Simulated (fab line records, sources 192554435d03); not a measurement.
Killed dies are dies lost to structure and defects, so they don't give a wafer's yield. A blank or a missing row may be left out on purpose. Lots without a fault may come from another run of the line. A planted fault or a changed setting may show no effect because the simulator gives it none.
Which tool did it? | flow n5_finfet | 11 lots, 32 wafers sampled, at 5 steps of a route of 1938

WHAT THE GAUGES READ, wafer by wafer
N5_SD_EPI_N_CD_MEAS_09: target cd 120 nm.
lot  | measured    | on        | cd_nm (nm)
L664 | day 3 03:02 | cd_sem-01 | 121.2 120.2 120.9
L666 | day 3 13:15 | cd_sem-03 | 119.6 119.7 119.9
L669 | day 4 07:44 | cd_sem-02 | 120.3 119.0 118.5
L670 | day 4 12:59 | cd_sem-01 | 119.6 118.3 119.2
L672 | day 5 03:42 | cd_sem-03 | 118.6 120.1
L674 | day 5 15:53 | cd_sem-01 | 119.4 118.6 119.8
L676 | day 6 02:29 | cd_sem-01 | 119.8 118.6 119.8
L679 | day 6 18:46 | cd_sem-03 | 118.5 118.6 119.5
L684 | day 8 02:26 | cd_sem-01 | 115.4 117.2 116.4
L685 | day 8 10:52 | cd_sem-01 | 117.4 118.4 117.8
L687 | day 8 20:23 | cd_sem-01 | 119.3 119.4 118.5

WHICH TOOL RAN EACH LOT (tool, then ch and the chambers of the sampled wafers, then the start)
lot  | N5_DUMMY_GATE_DESCUM_20           | N5_DUMMY_GATE_STRIP_41            | N5_SPACER0_ALD_00                | N5_SD_EPI_N_EXPOSE_06
L664 | rie_diel-03 ch 2,3, day 3 00:44   | rie_diel-02 ch 0,1,2, day 3 01:14 | ald_sin-03 ch 0,1, day 3 02:13   | arfi_scanner-03 ch 0, day 3 02:56
L666 | rie_diel-04 ch 0,1,2, day 3 10:59 | rie_diel-02 ch 0,1,3, day 3 11:31 | ald_sin-04 ch 0,2,3, day 3 12:26 | arfi_scanner-01 ch 0, day 3 13:07
L669 | rie_diel-02 ch 0,3, day 4 05:43   | rie_diel-02 ch 0,2, day 4 06:10   | ald_sin-04 ch 0,1,2, day 4 07:03 | arfi_scanner-02 ch 0, day 4 07:37
L670 | rie_diel-02 ch 0,3, day 4 10:26   | rie_diel-02 ch 0,2,3, day 4 11:08 | ald_sin-04 ch 0,1, day 4 12:06   | arfi_scanner-02 ch 0, day 4 12:52
L672 | rie_diel-02 ch 0, day 5 00:28     | rie_diel-03 ch 2,3, day 5 00:58   | ald_sin-04 ch 1,3, day 5 03:01   | arfi_scanner-01 ch 0, day 5 03:34
L674 | rie_diel-04 ch 0,1,2, day 5 13:52 | rie_diel-04 ch 0,2,3, day 5 14:19 | ald_sin-03 ch 1,2,3, day 5 15:12 | arfi_scanner-02 ch 0, day 5 15:46
L676 | rie_diel-03 ch 0,1,2, day 6 00:11 | rie_diel-03 ch 1,2,3, day 6 00:55 | ald_sin-03 ch 0,1,3, day 6 01:47 | arfi_scanner-03 ch 0, day 6 02:22
L679 | rie_diel-03 ch 0,2,3, day 6 16:02 | rie_diel-03 ch 1,2,3, day 6 16:38 | ald_sin-04 ch 1,2, day 6 17:56   | arfi_scanner-02 ch 0, day 6 18:39
L684 | rie_diel-02 ch 1,3, day 8 00:22   | rie_diel-03 ch 0,2, day 8 00:52   | ald_sin-01 ch 0,1,2, day 8 01:44 | arfi_scanner-01 ch 0, day 8 02:19
L685 | rie_diel-04 ch 1,3, day 8 08:28   | rie_diel-03 ch 1,2,3, day 8 08:56 | ald_sin-03 ch 0,1, day 8 10:10   | arfi_scanner-01 ch 0, day 8 10:44
L687 | rie_diel-02 ch 1,2,3, day 8 16:41 | rie_diel-03 ch 1,2,3, day 8 17:10 | ald_sin-03 ch 0,2,3, day 8 19:35 | arfi_scanner-02 ch 0, day 8 20:16
- N5_DUMMY_GATE_DESCUM_20: chemistry O2, time 6.2 s.
- N5_DUMMY_GATE_STRIP_41: strips in O2.
- N5_SPACER0_ALD_00: deposits SiOCN, target thk 3.5 nm, pulse time 3 s, purge time 2 s.
- N5_SD_EPI_N_EXPOSE_06: exposes mask SD N BLK, target cd 120 nm.

THE ANSWER, worked out from the rows above alone
Rule: what is usual is taken from the lots themselves. Put in order of their means at a reading, lots are off if they are a third of the lots or fewer, leave a main group of 4 or more, and stand apart from it by a gap of 3 or more times the standard deviation of the main group's means; of several such gaps the widest counts. A main group whose means are all the same, to the digits that the tables above print for the reading, isn't used. A lot without any number at a reading at which 4 lots or more have one is off too. The other lots that the step has rows for count as sound.
No lot is off at any reading shown: from this, nothing can be told.

WHAT THE SIMULATOR HAD PUT IN
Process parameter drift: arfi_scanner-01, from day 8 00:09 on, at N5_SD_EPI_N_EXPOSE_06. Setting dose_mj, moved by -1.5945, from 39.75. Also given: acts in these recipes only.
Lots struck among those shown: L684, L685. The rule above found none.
